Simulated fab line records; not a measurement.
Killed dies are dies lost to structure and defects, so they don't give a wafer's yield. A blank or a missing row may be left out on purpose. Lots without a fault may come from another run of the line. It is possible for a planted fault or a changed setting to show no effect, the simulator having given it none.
fab line records ; flow n5_finfet
[record] lots = 24; wafers = 72; last_day = 17
route steps=1938 shown BEOL_M10@1531 BEOL_M11@1536
lots that met no fault: from a run of the same line without faults
start_h: the number of hours between the record's first day and the start of the first shown wafer of the lot ; wait_h: hours since the lot's step before ; " as in the row above ; L1.1+2: several wafers, shown together as one row ; - value missing, or start not given ; * or withheld: withheld ; < > ~ a bound
route shown NAME@n: NAME is a module with steps in the file, n the number in the route of the first one ; usual: the fault-free wafers' mean and standard deviation ; same: alike in all rows ; chamber/n: place in a boat ; sites: each site's reading ; _std_site: the values' standard deviation ; _edge_site: mean of outer sites minus mean of inner sites ; radius_mm: for every site, how far away it sits from the centre of the wafer ; mask NAME#n: copy n ; behind: the last tool/chamber to shape the wafer ; hold: reason for holding the lot/hours on hold/outcome of the hold ; device: transistor that didn't switch, given as n, p or np ; end of line: the tests these same wafers got at the end of their route ; a step with no rows: only its recipe ; killed: not the wafer's yield, but the dies lost to structure and defects at the first sort ; map: a wafer's dies, marking killed ones x, the rest . and places with no die _
set.NAME: the setting the step ran with; set.NAME@STEP: the setting that earlier step ran with ; model.NAME: the simulator's own value behind a step, which no gauge read
the route's steps for a sample of lots (tables are steps, rows are wafers)
services: from which hour (start_h, from the record's first day; less than 0 if before it) a tool's chamber was out of use, for how many hours, and why
[[steps]]
[step N5_BEOL_M10_THK_MEAS_53]
[recipe] thk_meas_gauge = xrf; reads = Cu_of_BEOL_M10_ECD_50
[usual] M10_THK = 142/3.4
lot.wafer;tool;chamber;start_h;wait_h;M10_THK[nm]
L074.1;film_metro-02;-;214.70;-;138
L074.2;film_metro-02;-;214.70;-;138
L074.5;film_metro-02;-;214.70;-;138
L076.1;film_metro-01;-;222.44;-;145
L076.2;film_metro-01;-;222.44;-;139
L076.4;film_metro-01;-;222.44;-;143
L075.1;film_metro-01;-;224.40;-;141
L075.2;film_metro-01;-;224.40;-;142
L075.3;film_metro-01;-;224.40;-;145
L077.2;film_metro-01;-;230.67;-;139
L077.3;film_metro-01;-;230.67;-;141
L077.5;film_metro-01;-;230.67;-;140
L078.2;film_metro-02;-;243.13;-;142
L078.3;film_metro-02;-;243.13;-;141
L078.6;film_metro-02;-;243.13;-;141
L080.4;film_metro-02;-;254.60;-;142
L080.5;film_metro-02;-;254.60;-;141
L080.6;film_metro-02;-;254.60;-;136
L079.1;film_metro-02;-;255.13;-;138
L079.4;film_metro-02;-;255.13;-;146
L079.6;film_metro-02;-;255.13;-;138
L081.3;film_metro-02;-;267.14;-;134
L081.4;film_metro-02;-;267.14;-;140
L081.5;film_metro-02;-;267.14;-;140
L082.1;film_metro-02;-;275.45;-;143
L082.2;film_metro-02;-;275.45;-;140
L082.6;film_metro-02;-;275.45;-;145
L083.2;film_metro-02;-;275.71;-;146
L083.4;film_metro-02;-;275.71;-;146
L083.6;film_metro-02;-;275.71;-;138
L084.1;film_metro-02;-;276.84;-;140
L084.2;film_metro-02;-;276.84;-;143
L084.6;film_metro-02;-;276.84;-;143
L085.1;film_metro-01;-;297.63;-;145
L085.5;film_metro-01;-;297.63;-;144
L085.6;film_metro-01;-;297.63;-;145
L087.1;film_metro-02;-;301.48;-;143
L087.5;film_metro-02;-;301.48;-;144
L087.6;film_metro-02;-;301.48;-;144
L086.1;film_metro-02;-;304.69;-;139
L086.2;film_metro-02;-;304.69;-;144
L086.4;film_metro-02;-;304.69;-;144
L089.1;film_metro-01;-;305.14;-;142
L089.3;film_metro-01;-;305.14;-;146
L089.4;film_metro-01;-;305.14;-;145
L088.1;film_metro-01;-;329.23;-;139
L088.4;film_metro-01;-;329.23;-;139
L088.5;film_metro-01;-;329.23;-;142
L090.3;film_metro-02;-;331.25;-;148
L090.5;film_metro-02;-;331.25;-;148
L090.6;film_metro-02;-;331.25;-;147
L092.2;film_metro-02;-;335.72;-;145
L092.4;film_metro-02;-;335.72;-;147
L092.6;film_metro-02;-;335.72;-;145
L091.1;film_metro-02;-;336.10;-;146
L091.4;film_metro-02;-;336.10;-;142
L091.5;film_metro-02;-;336.10;-;138
L093.1;film_metro-01;-;355.36;-;140
L093.4;film_metro-01;-;355.36;-;144
L093.6;film_metro-01;-;355.36;-;143
L094.1;film_metro-01;-;359.43;-;145
L094.2;film_metro-01;-;359.43;-;146
L094.6;film_metro-01;-;359.43;-;145
L097.1;film_metro-02;-;361.00;-;144
L097.2;film_metro-02;-;361.00;-;145
L097.3;film_metro-02;-;361.00;-;147
L096.1;film_metro-02;-;365.22;-;146
L096.4;film_metro-02;-;365.22;-;145
L096.6;film_metro-02;-;365.22;-;145
L095.3;film_metro-02;-;365.54;-;141
L095.5;film_metro-02;-;365.54;-;145
L095.6;film_metro-02;-;365.54;-;149
[step N5_BEOL_M10_DEP_56]
[recipe] material = SiCN; target_thk_a = 150; temp_c = withheld; precursor = 3MS/NH3; pressure_torr = 3; rf_w = 202; time_s = 26.5
[usual] showerhead_plenum_p_Torr = 3.669/0.012; throttle_valve_pct = 8.9/0.51
lot.wafer;tool;chamber;start_h;wait_h;showerhead_plenum_p_Torr;since_wet_clean_h;throttle_valve_pct
L074.1;pecvd-02;0;214.76;0.0;3.680;1100;9.0
L074.2;pecvd-02;2;214.76;0.0;3.666;346;8.0
L074.5;pecvd-02;1;214.76;0.0;3.677;-;9.4
L076.1;pecvd-02;1;222.50;0.0;3.661;1833;9.4
L076.2;pecvd-02;0;222.50;0.0;3.683;1108;9.1
L076.4;pecvd-02;0;222.50;0.0;3.682;-;8.9
L075.1;pecvd-03;0;224.48;0.0;3.686;747;8.7
L075.2;pecvd-03;1;224.48;0.0;3.653;1472;9.4
L075.3;pecvd-03;1;224.48;0.0;3.645;-;9.4
L077.2;pecvd-03;0;230.74;0.0;3.687;753;8.8
L077.3;pecvd-03;0;230.74;0.0;3.684;-;8.8
L077.5;pecvd-03;0;230.74;0.0;3.685;-;8.7
L078.2;pecvd-01;2;243.19;0.0;3.671;523;9.0
L078.3;pecvd-01;0;243.19;0.0;3.662;1310;9.2
L078.6;pecvd-01;0;243.19;0.0;3.670;-;9.1
L080.4;pecvd-02;2;254.68;0.0;3.664;-;8.0
L080.5;pecvd-02;0;254.68;0.0;3.678;-;8.9
L080.6;pecvd-02;1;254.68;0.0;3.668;-;9.6
L079.1;pecvd-02;1;255.20;0.0;3.667;1865;9.3
L079.4;pecvd-02;2;255.20;0.0;3.668;-;8.1
L079.6;pecvd-02;0;255.20;0.0;3.682;-;9.0
L081.3;pecvd-03;0;267.20;0.0;3.688;790;8.6
L081.4;pecvd-03;1;267.20;0.0;3.653;-;9.3
L081.5;pecvd-03;2;267.20;0.0;3.663;-;8.0
L082.1;pecvd-02;1;275.52;0.0;3.671;1886;9.2
L082.2;pecvd-02;0;275.52;0.0;3.684;1161;8.9
L082.6;pecvd-02;0;275.52;0.0;3.681;-;9.3
L083.2;pecvd-01;0;275.77;0.0;3.650;1342;9.2
L083.4;pecvd-01;1;275.77;0.0;3.663;-;9.3
L083.6;pecvd-01;0;275.77;0.0;3.666;-;9.2
L084.1;pecvd-03;1;276.92;0.0;3.647;1525;9.4
L084.2;pecvd-03;0;276.92;0.0;3.685;800;9.0
L084.6;pecvd-03;1;276.92;0.0;3.664;-;9.4
L085.1;pecvd-02;0;297.70;0.0;3.677;1183;8.9
L085.5;pecvd-02;0;297.70;0.0;3.683;-;8.9
L085.6;pecvd-02;1;297.70;0.0;3.668;-;9.2
L087.1;pecvd-01;2;301.55;0.0;3.663;581;9.0
L087.5;pecvd-01;0;301.55;0.0;3.666;-;9.4
L087.6;pecvd-01;2;301.55;0.0;3.670;-;8.8
L086.1;pecvd-02;0;304.75;0.0;3.684;1190;8.9
L086.2;pecvd-02;2;304.75;0.0;3.667;436;8.2
L086.4;pecvd-02;1;304.75;0.0;3.674;-;9.4
L089.1;pecvd-02;0;305.20;0.0;3.688;1190;9.2
L089.3;pecvd-02;2;305.20;0.0;3.666;436;8.0
L089.4;pecvd-02;2;305.20;0.0;3.656;-;8.1
L088.1;pecvd-03;1;329.29;0.0;3.649;1577;9.3
L088.4;pecvd-03;0;329.29;0.0;3.684;-;9.0
L088.5;pecvd-03;1;329.29;0.0;3.646;-;9.9
L090.3;pecvd-02;1;331.31;0.0;3.672;1941;9.4
L090.5;pecvd-02;1;331.31;0.0;3.674;-;9.7
L090.6;pecvd-02;0;331.31;0.0;3.685;-;8.9
L092.2;pecvd-01;2;335.79;0.0;3.666;615;8.9
L092.4;pecvd-01;1;335.79;0.0;3.660;-;9.5
L092.6;pecvd-01;1;335.79;0.0;3.660;-;9.0
L091.1;pecvd-03;1;336.16;0.0;3.651;1584;9.2
L091.4;pecvd-03;2;336.16;0.0;3.661;-;8.1
L091.5;pecvd-03;0;336.16;0.0;3.681;-;9.1
L093.1;pecvd-02;2;355.43;0.0;3.673;487;7.8
L093.4;pecvd-02;0;355.43;0.0;3.679;-;9.2
L093.6;pecvd-02;2;355.43;0.0;3.668;-;8.0
L094.1;pecvd-02;0;359.49;0.0;3.681;1245;8.9
L094.2;pecvd-02;1;359.49;0.0;3.662;1970;9.5
L094.6;pecvd-02;1;359.49;0.0;3.673;-;9.2
L097.1;pecvd-01;0;361.06;0.0;3.658;1427;9.1
L097.2;pecvd-01;2;361.06;0.0;3.665;641;9.2
L097.3;pecvd-01;1;361.06;0.0;3.658;2152;9.4
L096.1;pecvd-01;1;365.28;0.0;3.668;2157;9.5
L096.4;pecvd-01;2;365.28;0.0;3.663;-;8.7
L096.6;pecvd-01;1;365.28;0.0;3.659;-;9.4
L095.3;pecvd-02;0;365.60;0.0;3.687;1251;8.8
L095.5;pecvd-02;0;365.60;0.0;3.688;-;9.0
L095.6;pecvd-02;1;365.60;0.0;3.669;-;9.3
[step N5_BEOL_M10_INSPECT_58]
[recipe] inspect_instrument = darkfield; mode = post_dep
[usual] raw_defect_count = 67/23
lot.wafer;tool;chamber;start_h;wait_h;raw_defect_count
L074.1;defect_inspect-02;-;214.86;0.0;44
L074.2;defect_inspect-02;-;214.86;0.0;76
L074.5;defect_inspect-02;-;214.86;0.0;82
L076.1;defect_inspect-02;-;222.60;0.0;66
L076.2;defect_inspect-02;-;222.60;0.0;102
L076.4;defect_inspect-02;-;222.60;0.0;63
L075.1;defect_inspect-02;-;224.59;0.0;31
L075.2;defect_inspect-02;-;224.59;0.0;45
L075.3;defect_inspect-02;-;224.59;0.0;52
L077.2;defect_inspect-01;-;230.86;0.0;95
L077.3;defect_inspect-01;-;230.86;0.0;99
L077.5;defect_inspect-01;-;230.86;0.0;70
L078.2;defect_inspect-02;-;243.29;0.0;61
L078.3;defect_inspect-02;-;243.29;0.0;61
L078.6;defect_inspect-02;-;243.29;0.0;64
L080.4;defect_inspect-02;-;254.76;0.0;100
L080.5;defect_inspect-02;-;254.76;0.0;106
L080.6;defect_inspect-02;-;254.76;0.0;109
L079.1;defect_inspect-02;-;255.30;0.0;51
L079.4;defect_inspect-02;-;255.30;0.0;73
L079.6;defect_inspect-02;-;255.30;0.0;71
L081.3;defect_inspect-02;-;267.31;0.0;47
L081.4;defect_inspect-02;-;267.31;0.0;69
L081.5;defect_inspect-02;-;267.31;0.0;64
L082.1;defect_inspect-02;-;275.62;0.0;57
L082.2;defect_inspect-02;-;275.62;0.0;54
L082.6;defect_inspect-02;-;275.62;0.0;42
L083.2;defect_inspect-02;-;275.87;0.0;76
L083.4;defect_inspect-02;-;275.87;0.0;61
L083.6;defect_inspect-02;-;275.87;0.0;58
L084.1;defect_inspect-02;-;277.04;0.0;56
L084.2;defect_inspect-02;-;277.04;0.0;74
L084.6;defect_inspect-02;-;277.04;0.0;77
L085.1;defect_inspect-01;-;297.79;0.0;67
L085.5;defect_inspect-01;-;297.79;0.0;68
L085.6;defect_inspect-01;-;297.79;0.0;70
L087.1;defect_inspect-02;-;301.65;0.0;99
L087.5;defect_inspect-02;-;301.65;0.0;48
L087.6;defect_inspect-02;-;301.65;0.0;56
L086.1;defect_inspect-01;-;304.85;0.0;59
L086.2;defect_inspect-01;-;304.85;0.0;121
L086.4;defect_inspect-01;-;304.85;0.0;71
L089.1;defect_inspect-02;-;305.30;0.0;77
L089.3;defect_inspect-02;-;305.30;0.0;84
L089.4;defect_inspect-02;-;305.30;0.0;59
L088.1;defect_inspect-01;-;329.39;0.0;36
L088.4;defect_inspect-01;-;329.39;0.0;51
L088.5;defect_inspect-01;-;329.39;0.0;71
L090.3;defect_inspect-02;-;331.41;0.0;67
L090.5;defect_inspect-02;-;331.41;0.0;61
L090.6;defect_inspect-02;-;331.41;0.0;52
L092.2;defect_inspect-02;-;335.91;0.0;58
L092.4;defect_inspect-02;-;335.91;0.0;59
L092.6;defect_inspect-02;-;335.91;0.0;47
L091.1;defect_inspect-02;-;336.26;0.0;65
L091.4;defect_inspect-02;-;336.26;0.0;67
L091.5;defect_inspect-02;-;336.26;0.0;44
L093.1;defect_inspect-02;-;355.53;0.0;85
L093.4;defect_inspect-02;-;355.53;0.0;68
L093.6;defect_inspect-02;-;355.53;0.0;72
L094.1;defect_inspect-01;-;359.59;0.0;80
L094.2;defect_inspect-01;-;359.59;0.0;77
L094.6;defect_inspect-01;-;359.59;0.0;65
L097.1;defect_inspect-02;-;361.16;0.0;25
L097.2;defect_inspect-02;-;361.16;0.0;51
L097.3;defect_inspect-02;-;361.16;0.0;39
L096.1;defect_inspect-01;-;365.38;0.0;50
L096.4;defect_inspect-01;-;365.38;0.0;97
L096.6;defect_inspect-01;-;365.38;0.0;85
L095.3;defect_inspect-01;-;365.70;0.0;61
L095.5;defect_inspect-01;-;365.70;0.0;78
L095.6;defect_inspect-01;-;365.70;0.0;95
[step N5_BEOL_M11_ILD_DEP_00]
[recipe] material = SiCOH_lowk; target_thk_a = 3085.1; temp_c = 300; precursor = DEMS/porogen; pressure_torr = 5; rf_w = 500; time_s = 58
[usual] heater_power_w = 289/86; showerhead_plenum_p_Torr = 5.740/0.021; throttle_valve_pct = 13.5/0.63
lot.wafer;tool;chamber;start_h;wait_h;heater_power_w;showerhead_plenum_p_Torr;since_wet_clean_h;throttle_valve_pct
L074.1;pecvd-04;1;214.90;0.0;390;5.740;1644;13.6
L074.2;pecvd-04;0;214.90;0.0;159;5.745;919;13.1
L074.5;pecvd-04;0;214.90;0.0;165;5.743;-;13.1
L076.1;pecvd-04;2;222.64;0.0;210;5.699;173;13.1
L076.2;pecvd-04;1;222.64;0.0;366;5.750;1652;13.6
L076.4;pecvd-04;0;222.64;0.0;185;5.762;-;13.1
L075.1;pecvd-02;2;224.63;0.0;383;5.759;356;12.3
L075.2;pecvd-02;0;224.63;0.0;240;5.748;1110;14.0
L075.3;pecvd-02;1;224.63;0.0;257;5.734;1835;14.4
L077.2;pecvd-02;2;230.90;0.0;413;5.730;362;12.3
L077.3;pecvd-02;0;230.90;0.0;238;5.750;1116;13.8
L077.5;pecvd-02;0;230.90;0.0;250;5.769;-;14.2
L078.2;pecvd-02;2;243.32;0.0;417;5.753;374;12.5
L078.3;pecvd-02;0;243.32;0.0;228;5.753;1128;13.5
L078.6;pecvd-02;2;243.32;0.0;424;5.737;-;12.5
L080.4;pecvd-04;1;254.82;0.1;346;5.749;-;13.5
L080.5;pecvd-04;0;254.82;0.1;171;5.760;-;13.5
L080.6;pecvd-04;2;254.82;0.1;187;5.703;-;13.3
L079.1;pecvd-04;2;255.33;0.0;233;5.694;205;13.6
L079.4;pecvd-04;2;255.33;0.0;240;5.686;-;13.5
L079.6;pecvd-04;1;255.33;0.0;381;5.731;-;13.3
L081.3;pecvd-02;0;267.34;0.0;250;5.762;1152;13.7
L081.4;pecvd-02;2;267.34;0.0;415;5.737;-;12.4
L081.5;pecvd-02;1;267.34;0.0;293;5.748;-;14.2
L082.1;pecvd-02;0;275.65;0.0;247;5.776;1161;13.8
L082.2;pecvd-02;1;275.65;0.0;267;5.733;1886;14.4
L082.6;pecvd-02;0;275.65;0.0;244;5.770;-;14.1
L083.2;pecvd-01;2;275.91;0.0;242;5.755;556;13.4
L083.4;pecvd-01;0;275.91;0.0;294;5.739;-;14.0
L083.6;pecvd-01;1;275.91;0.0;354;5.726;-;14.5
L084.1;pecvd-04;1;277.07;0.0;403;5.745;1706;13.3
L084.2;pecvd-04;0;277.07;0.0;156;5.756;981;13.3
L084.6;pecvd-04;2;277.07;0.0;247;5.696;-;13.1
L085.1;pecvd-02;0;297.83;0.0;234;5.752;1183;13.8
L085.5;pecvd-02;2;297.83;0.0;412;5.741;-;12.4
L085.6;pecvd-02;0;297.83;0.0;229;5.769;-;13.6
L087.1;pecvd-02;1;301.69;0.0;271;5.742;1912;14.1
L087.5;pecvd-02;1;301.69;0.0;279;5.752;-;14.3
L087.6;pecvd-02;0;301.69;0.0;193;5.775;-;13.7
L086.1;pecvd-04;1;304.88;0.0;370;5.742;1734;13.5
L086.2;pecvd-04;2;304.88;0.0;253;5.681;255;13.3
L086.4;pecvd-04;2;304.88;0.0;192;5.690;-;13.2
L089.1;pecvd-02;0;305.33;0.0;230;5.751;1190;13.8
L089.3;pecvd-02;1;305.33;0.0;312;5.757;1915;14.3
L089.4;pecvd-02;0;305.33;0.0;244;5.765;-;13.8
L088.1;pecvd-04;2;329.43;0.0;228;5.695;279;13.4
L088.4;pecvd-04;2;329.43;0.0;240;5.704;-;13.5
L088.5;pecvd-04;0;329.43;0.0;165;5.745;-;13.1
L090.3;pecvd-02;0;331.44;0.0;247;5.755;1217;14.0
L090.5;pecvd-02;2;331.44;0.0;413;5.743;-;12.6
L090.6;pecvd-02;0;331.44;0.0;250;5.766;-;13.6
L092.2;pecvd-04;1;335.95;0.0;365;5.734;1765;13.5
L092.4;pecvd-04;1;335.95;0.0;377;5.746;-;13.5
L092.6;pecvd-04;2;335.95;0.0;223;5.691;-;13.5
L091.1;pecvd-01;1;336.31;0.0;410;5.747;2128;14.6
L091.4;pecvd-01;2;336.31;0.0;220;5.738;-;14.0
L091.5;pecvd-01;1;336.31;0.0;418;5.742;-;14.3
L093.1;pecvd-04;0;355.56;0.0;148;5.754;1059;13.5
L093.4;pecvd-04;1;355.56;0.0;373;5.754;-;13.8
L093.6;pecvd-04;0;355.56;0.0;157;5.764;-;13.3
L094.1;pecvd-01;0;359.63;0.0;309;5.728;1426;14.1
L094.2;pecvd-01;1;359.63;0.0;435;5.734;2151;14.4
L094.6;pecvd-01;1;359.63;0.0;430;5.747;-;14.2
L097.1;pecvd-02;0;361.20;0.0;237;5.758;1246;13.8
L097.2;pecvd-02;1;361.20;0.0;283;5.733;1971;14.4
L097.3;pecvd-02;2;361.20;0.0;414;5.727;492;12.2
L096.1;pecvd-02;2;365.42;0.0;374;5.734;497;12.3
L096.4;pecvd-02;0;365.42;0.0;246;5.766;-;13.8
L096.6;pecvd-02;1;365.42;0.0;257;5.748;-;14.3
L095.3;pecvd-02;0;365.73;0.0;200;5.757;1251;13.9
L095.5;pecvd-02;2;365.73;0.0;419;5.724;-;12.6
L095.6;pecvd-02;1;365.73;0.0;288;5.744;-;14.2
[step N5_BEOL_M11_CD_MEAS_11]
[recipe] target_cd_nm = 64.1; landing_energy_ev = 500; detector = se_inlens; polarity = opening
[usual] cd_nm = 64.4/0.58
lot.wafer;tool;chamber;start_h;wait_h;cd_nm
L074.1;cd_sem-03;0;217.64;-;64.3
L074.2;cd_sem-03;0;217.64;-;65.0
L074.5;cd_sem-03;0;217.64;-;65.5
L076.1;cd_sem-03;0;224.14;-;64.5
L076.2;cd_sem-03;0;224.14;-;64.2
L076.4;cd_sem-03;0;224.14;-;64.4
L075.1;cd_sem-01;0;229.08;-;64.5
L075.2;cd_sem-01;0;229.08;-;64.6
L075.3;cd_sem-01;0;229.08;-;65.0
L077.2;cd_sem-01;0;232.43;-;63.1
L077.3;cd_sem-01;0;232.43;-;62.9
L077.5;cd_sem-01;0;232.43;-;63.5
L078.2;cd_sem-03;0;247.05;-;64.8
L078.3;cd_sem-03;0;247.05;-;64.3
L078.6;cd_sem-03;0;247.05;-;64.3
L080.4;cd_sem-01;0;261.01;-;64.4
L080.5;cd_sem-01;0;261.01;-;64.7
L080.6;cd_sem-01;0;261.01;-;64.9
L079.1;cd_sem-01;0;261.17;-;63.3
L079.4;cd_sem-01;0;261.17;-;64.0
L079.6;cd_sem-01;0;261.17;-;63.2
L081.3;cd_sem-02;0;269.91;-;64.6
L081.4;cd_sem-02;0;269.91;-;64.4
L081.5;cd_sem-02;0;269.91;-;65.3
L083.2;cd_sem-03;0;278.54;-;63.8
L083.4;cd_sem-03;0;278.54;-;63.6
L083.6;cd_sem-03;0;278.54;-;64.4
L082.1;cd_sem-01;0;278.75;-;64.6
L082.2;cd_sem-01;0;278.75;-;64.6
L082.6;cd_sem-01;0;278.75;-;64.0
L084.1;cd_sem-02;0;278.99;-;64.5
L084.2;cd_sem-02;0;278.99;-;64.3
L084.6;cd_sem-02;0;278.99;-;64.6
L085.1;cd_sem-03;0;299.48;-;64.4
L085.5;cd_sem-03;0;299.48;-;64.7
L085.6;cd_sem-03;0;299.48;-;64.2
L087.1;cd_sem-01;0;303.40;-;64.7
L087.5;cd_sem-01;0;303.40;-;64.8
L087.6;cd_sem-01;0;303.40;-;64.7
L086.1;cd_sem-02;0;307.39;-;64.9
L086.2;cd_sem-02;0;307.39;-;65.1
L086.4;cd_sem-02;0;307.39;-;65.1
L089.1;cd_sem-02;0;307.71;-;63.9
L089.3;cd_sem-02;0;307.71;-;63.8
L089.4;cd_sem-02;0;307.71;-;63.7
L088.1;cd_sem-01;0;330.82;-;64.3
L088.4;cd_sem-01;0;330.82;-;65.0
L088.5;cd_sem-01;0;330.82;-;64.3
L090.3;cd_sem-02;0;333.70;-;64.3
L090.5;cd_sem-02;0;333.70;-;63.9
L090.6;cd_sem-02;0;333.70;-;64.7
L092.2;cd_sem-03;0;337.51;-;63.7
L092.4;cd_sem-03;0;337.51;-;64.9
L092.6;cd_sem-03;0;337.51;-;64.4
L091.1;cd_sem-03;0;337.74;-;65.3
L091.4;cd_sem-03;0;337.74;-;63.8
L091.5;cd_sem-03;0;337.74;-;64.5
L093.1;cd_sem-01;0;357.45;-;64.6
L093.4;cd_sem-01;0;357.45;-;64.4
L093.6;cd_sem-01;0;357.45;-;63.8
L094.1;cd_sem-01;0;362.72;-;63.7
L094.2;cd_sem-01;0;362.72;-;63.7
L094.6;cd_sem-01;0;362.72;-;63.6
L097.1;cd_sem-02;0;363.33;-;64.8
L097.2;cd_sem-02;0;363.33;-;64.7
L097.3;cd_sem-02;0;363.33;-;65.0
L096.1;cd_sem-02;0;368.67;-;64.7
L096.4;cd_sem-02;0;368.67;-;64.7
L096.6;cd_sem-02;0;368.67;-;64.6
L095.3;cd_sem-02;0;369.07;-;63.5
L095.5;cd_sem-02;0;369.07;-;63.5
L095.6;cd_sem-02;0;369.07;-;63.2
[step N5_BEOL_M11_ALD_74]
[recipe] material = TaN; target_thk_a = 20; temp_c = 275; ald_precursor_family = PDMAT; ald_co_reactant = NH3; pressure_torr = 3; carrier_flow_sccm = 1500; pulse_time_s = 2; purge_time_s = 3; co_reactant_purge_time_s = 2; co_reactant_pulse_time_s = 3; ald_cycles = 40; precursor_vessel_temp_c = 75; precursor_vessel_pressure_torr = 26.25; precursor_vessel_carrier_sccm = 1000
[usual] heater_power_w = 405/38
[same] ald_cycles = 40; co_reactant_purge_time_s = 2
lot.wafer;tool;chamber;start_h;wait_h;heater_power_w;since_wet_clean_h
L074.1;ald_metal-02;0;221.43;0.0;422;1423
L074.2;ald_metal-02;1;221.43;0.0;357;1423
L074.5;ald_metal-02;2;221.43;0.0;426;-
L076.1;ald_metal-02;3;228.86;0.0;425;1430
L076.2;ald_metal-02;2;228.86;0.0;435;1430
L076.4;ald_metal-02;0;228.86;0.0;417;1430
L075.1;ald_metal-02;0;232.01;0.0;424;1433
L075.2;ald_metal-02;2;232.01;0.0;422;1433
L075.3;ald_metal-02;3;232.01;0.0;425;1433
L077.2;ald_metal-01;3;235.10;0.1;394;2975
L077.3;ald_metal-01;2;235.10;0.1;389;2975
L077.5;ald_metal-01;2;235.10;0.1;395;-
L078.2;ald_metal-04;1;253.13;0.0;417;6070
L078.3;ald_metal-04;3;253.13;0.0;391;6070
L078.6;ald_metal-04;2;253.13;0.0;345;-
L079.1;ald_metal-02;1;265.97;0.0;350;1467
L079.4;ald_metal-02;0;265.97;0.0;430;1467
L079.6;ald_metal-02;2;265.97;0.0;415;-
L080.4;ald_metal-04;1;266.07;0.0;413;6083
L080.5;ald_metal-04;2;266.07;0.0;349;-
L080.6;ald_metal-04;3;266.07;0.0;396;-
L081.3;ald_metal-01;3;272.14;0.0;396;3012
L081.4;ald_metal-01;0;272.14;0.0;437;3012
L081.5;ald_metal-01;1;272.14;0.0;489;-
L084.1;ald_metal-04;0;282.70;0.0;450;6100
L084.2;ald_metal-04;2;282.70;0.0;351;6100
L084.6;ald_metal-04;2;282.70;0.0;352;-
L083.2;ald_metal-01;0;282.86;0.0;433;3023
L083.4;ald_metal-01;3;282.86;0.0;385;3023
L083.6;ald_metal-01;0;282.86;0.0;435;-
L082.1;ald_metal-02;2;283.14;0.0;410;1484
L082.2;ald_metal-02;0;283.14;0.0;433;1484
L082.6;ald_metal-02;3;283.14;0.0;421;-
L085.1;ald_metal-02;2;303.28;0.0;411;1505
L085.5;ald_metal-02;2;303.28;0.0;434;-
L085.6;ald_metal-02;3;303.28;0.0;422;-
L087.1;ald_metal-01;0;306.86;0.2;425;3047
L087.5;ald_metal-01;0;306.86;0.2;444;-
L087.6;ald_metal-01;1;306.86;0.2;488;-
L089.1;ald_metal-02;3;313.11;0.0;440;1514
L089.3;ald_metal-02;0;313.11;0.0;415;1514
L089.4;ald_metal-02;1;313.11;0.0;349;1514
L086.1;ald_metal-02;0;315.75;0.1;424;1517
L086.2;ald_metal-02;1;315.75;0.1;349;1517
L086.4;ald_metal-02;2;315.75;0.1;418;1517
L088.1;ald_metal-04;3;333.97;0.0;385;6151
L088.4;ald_metal-04;2;333.97;0.0;356;6151
L088.5;ald_metal-04;3;333.97;0.0;383;-
L090.3;ald_metal-02;2;335.92;0.1;407;1537
L090.5;ald_metal-02;2;335.92;0.1;417;-
L090.6;ald_metal-02;1;335.92;0.1;348;-
L092.2;ald_metal-01;2;340.47;0.0;386;3080
L092.4;ald_metal-01;3;340.47;0.0;395;3080
L092.6;ald_metal-01;2;340.47;0.0;375;-
L091.1;ald_metal-01;3;340.91;0.0;382;3081
L091.4;ald_metal-01;2;340.91;0.0;382;3081
L091.5;ald_metal-01;2;340.91;0.0;389;-
L093.1;ald_metal-02;0;359.98;0.1;423;1561
L093.4;ald_metal-02;1;359.98;0.1;350;1561
L093.6;ald_metal-02;0;359.98;0.1;409;-
L094.1;ald_metal-04;2;367.42;0.0;330;16
L094.2;ald_metal-04;3;367.42;0.0;368;16
L094.6;ald_metal-04;3;367.42;0.0;372;-
L097.1;ald_metal-02;0;369.06;0.0;430;1570
L097.2;ald_metal-02;3;369.06;0.0;421;1570
L097.3;ald_metal-02;2;369.06;0.0;425;1570
L095.3;ald_metal-04;1;373.07;0.1;394;22
L095.5;ald_metal-04;3;373.07;0.1;373;-
L095.6;ald_metal-04;0;373.07;0.1;403;-
L096.1;ald_metal-04;0;374.04;0.0;395;23
L096.4;ald_metal-04;1;374.04;0.0;382;-
L096.6;ald_metal-04;2;374.04;0.0;331;-
[[services]]
tool;chamber;start_h;hours;kind
ald_metal-01;0;194.29;26.0;repair
pecvd-04;-;217.39;1.0;repair
pecvd-01;1;221.11;2.1;scheduled_down
pecvd-02;0;227.39;2.1;scheduled_down
ald_metal-02;-;238.45;1.0;repair
pecvd-01;-;245.54;0.4;repair
ald_metal-01;1;248.51;5.8;repair
pecvd-02;2;257.54;8.1;repair
pecvd-02;-;258.78;6.9;repair
ald_metal-02;3;269.50;7.0;repair
ald_metal-01;1;273.46;1.7;repair
pecvd-02;-;276.17;1.1;repair
pecvd-04;1;293.87;2.1;scheduled_down
pecvd-03;-;307.04;2.8;pm
pecvd-02;-;308.00;1.4;repair
pecvd-04;0;323.42;2.1;scheduled_down
pecvd-01;0;333.16;5.5;scheduled_down
ald_metal-04;-;337.25;14.0;pm
ald_metal-04;0;337.25;14.0;vent_cycle
ald_metal-04;1;337.25;14.0;vent_cycle
ald_metal-04;2;337.25;14.0;vent_cycle
ald_metal-04;3;337.25;23.3;vent_cycle
ald_metal-04;2;353.01;6.0;repair
ald_metal-04;0;361.98;9.0;repair
[[key]]
fault none
